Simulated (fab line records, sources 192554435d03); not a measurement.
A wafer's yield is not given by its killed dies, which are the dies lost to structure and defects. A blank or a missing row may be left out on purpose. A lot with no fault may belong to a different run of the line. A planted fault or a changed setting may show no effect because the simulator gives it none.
Struck lot and sound lot, side by side | flow n5-finfet | 13 out of 1938 route steps
Sound: these wafers, L221.3, L221.4, L221.5. Struck: wafers L240.1, L240.2, L240.3. At the end, the cause is stated.
Per side, at each step with rows, come the tool, then ch with its chambers, and then its first start. Under that, the readings that differ: sound wafers | struck wafers | difference of the means | sigmas: that difference in standard deviations of wafers without a fault.
alike: readings with means less than 2 such deviations apart, plus words and numbers identical on both sides. not compared: withheld readings, readings lacking a value on some wafer, bounds such as >300 that could conceal the same value, and numbers that have no deviation in the record and whose values overlap.
The two part at a step that has a row with sigmas, a row that says differs or no value, or rows on one side only. Numbers that have no deviation but don't overlap get no sigmas and don't part them. A reading missing from all wafers of one side parts the sides only when that side holds two or more wafers.

first, 9 steps without rows for these wafers: N5_BEOL_M2_EBR_24; N5_BEOL_M2_SOFTBAKE_23 (time 60 s); N5_BEOL_M2_EXPOSE_25 (exposes mask V1, defocus 5 nm); N5_BEOL_M2_PEB_26 (peb time 60 s); N5_BEOL_M2_DEVELOP_27 (develop time 30 s); N5_BEOL_M2_DESCUM_33 (chemistry O2, time 7 s); N5_BEOL_M2_ETCH_77 (etches underlayer in N2/H2, target depth 6.5 nm, time 5.2 s); N5_BEOL_M2_ETCH_69 (etches SiARC in CF4, target depth 15.6 nm, time 26 s); N5_BEOL_M2_ALD_98 (deposits SiO2, target thk 2.5 nm, pulse time 1 s, co reactant pulse time 1 s).
N5_BEOL_M2_ETCHBACK_99: etches SiO2 in CHF3, target depth 5 nm, time 10.4 s.
  sound on rie-diel-02 ch 0,1,3, day 8 09:34; struck on rie-diel-02 ch 0,1,2, day 12 16:56
  no value came back on the struck wafers for any of 8 readings (CHF3_flow_sccm (sccm), bias-w (W) and others); on the sound wafers CHF3_flow_sccm (sccm) reads 12.00 12.01 12.06
  reading                                      | sound          | struck         | difference | sigmas
  model.CAR-EUV_of_BEOL_M2_COAT_22.thk-nm (nm) | 10.4 10.4 10.4 | 11.2 11.2 11.2 | +0.8       |
  not compared: rf-hours-counter-h
then, 1 step without rows for these wafers: N5_BEOL_M2_ETCH_70 (etches SOC in N2/H2, target depth 80 nm, overetch 24 nm, time 130 s).
N5_BEOL_M4_RC_MEAS_101:
  the record has rows for the sound wafers here (prober-01 ch 0, day 9 19:13) and none for the struck ones
-- record jumps: 6 days separate the struck wafers' starts on either side; left off in module BEOL_M4, taken up again in module PASSIVATION, whose first shown step is the route's number 1936 --
N5_PASSIVATION_PROBE_49:
  struck on prober-01, day 19 00:28; sound on prober-01, day 14 13:17
  reading                  | sound          | struck         | difference | sigmas
  defect-limited-yield (%) | 88.6 90.3 90.2 | 0 0 0          | -90        | -64
  killed_at_M0_to_M3       | 39 44 40       | 1110 1074 1129 | +1063      | +97
  killed-dies              | 134 115 116    | 1180 1180 1180 | +1058      | +62
  killed-on-rim            | 24 15 10       | 152 152 152    | +136       | +35
  sort_bin_5_function (%)  | 6.5 6.3 6.3    | 96.4 95.8 96.9 | +90.0      | +95
  sort-n-pass              | 1045 1065 1064 | 0 0 0          | -1058      | -62
  sort-yield-pct (%)       | 88.6 90.3 90.2 | 0 0 0          | -90        | -60
  alike: killed_at_M4_up, killed-at-contacts, killed-at-front-end, killed-at-other, killed-open, killed-short, sort_bin_4_leakage, sort_bin_6_memory

WHERE THEY PART
Earliest at N5_BEOL_M2_ETCHBACK_99; latest, in this record, at N5_PASSIVATION_PROBE_49.

WHY: what had been put in by the simulator
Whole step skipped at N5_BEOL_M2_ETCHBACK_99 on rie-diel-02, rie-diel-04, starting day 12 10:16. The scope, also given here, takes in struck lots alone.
